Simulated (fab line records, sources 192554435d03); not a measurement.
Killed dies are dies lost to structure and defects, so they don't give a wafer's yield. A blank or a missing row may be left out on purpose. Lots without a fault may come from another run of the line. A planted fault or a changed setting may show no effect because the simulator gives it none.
Chamber matching | flow n5_finfet | N5_PASSIVATION_STRIP_14 on rie_diel-06: 4 sister chambers
The step strips in O2. 16 wafers are shown with their chamber, then 8 later ones without.

WAFERS WITH THEIR CHAMBER
wafer  | chamber | drypump_motor_current_A (A) | showerhead_plenum_p_Torr (Torr) | oes_product_au (a.u.)
L436.4 | 3       | 5.9                         | 2.04                            | 0.82
L436.5 | 2       | 5.6                         | 2.07                            | 0.68
L436.6 | 3       | 5.9                         | 2.04                            | 0.81
L439.1 | 0       | 5.8                         | 2.06                            | 0.88
L439.2 | 3       | 5.9                         | 2.04                            | 0.81
L439.5 | 2       | 5.7                         | 2.06                            | 0.66
L443.3 | 3       | 5.9                         | 2.04                            | 0.80
L443.4 | 0       | 5.8                         | 2.06                            | 0.89
L443.5 | 2       | 5.6                         | 2.06                            | 0.67
L445.3 | 3       | 5.9                         | 2.03                            | 0.79
L445.4 | 1       | 6.6                         | 2.20                            | 0.83
L445.5 | 0       | 5.8                         | 2.05                            | 0.86
L448.1 | 1       | 6.6                         | 2.20                            | 0.83
L448.2 | 3       | 5.9                         | 2.03                            | 0.79
L448.6 | 0       | 5.8                         | 2.05                            | 0.86
L454.1 | 0       | 5.8                         | 2.05                            | 0.85

SIGNATURES (means of the wafers above)
reading                  | chamber 0 | chamber 1 | chamber 2 | chamber 3 | scatter within a chamber
drypump_motor_current_A  | 5.800     | 6.600     | 5.633     | 5.900     | 0.0236
showerhead_plenum_p_Torr | 2.0540    | 2.2000    | 2.0633    | 2.0367    | 0.00516
oes_product_au           | 0.8680    | 0.8300    | 0.6700    | 0.8033    | 0.013
Rule: a wafer's distance from a chamber is the root of the sum, over the readings, of the square of ((its reading less the chamber's mean) divided by the reading's scatter). The wafer belongs to the nearest chamber; if the next one is less than 2 further off, it can't be placed. The scatter: the root of (the sum of the squares of (reading less its chamber's mean) over the shown wafers, divided by (wafers less chambers)).

WAFERS WITHOUT THEIR CHAMBER
wafer  | drypump_motor_current_A (A) | showerhead_plenum_p_Torr (Torr) | oes_product_au (a.u.)
L454.2 | 5.9                         | 2.03                            | 0.79
L454.3 | 5.7                         | 2.06                            | 0.90
L457.1 | 5.8                         | 2.05                            | 0.84
L457.4 | 5.7                         | 2.06                            | 0.89
L457.5 | 5.8                         | 2.05                            | 0.85
L459.2 | 5.6                         | 2.05                            | 0.88
L459.3 | 6.6                         | 2.19                            | 0.80
L459.6 | 6.6                         | 2.19                            | 0.80

WHICH CHAMBER EACH WENT THROUGH
wafer  | from the rows above | in truth
L454.2 | 3                   | 3
L454.3 | 0                   | 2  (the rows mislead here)
L457.1 | 0                   | 0
L457.4 | 0                   | 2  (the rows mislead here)
L457.5 | 0                   | 0
L459.2 | 0                   | 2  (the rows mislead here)
L459.3 | 1                   | 1
L459.6 | 1                   | 1
Placed correctly: 5 of 8. Can't be placed from these rows: 0. Placed wrongly: 3.
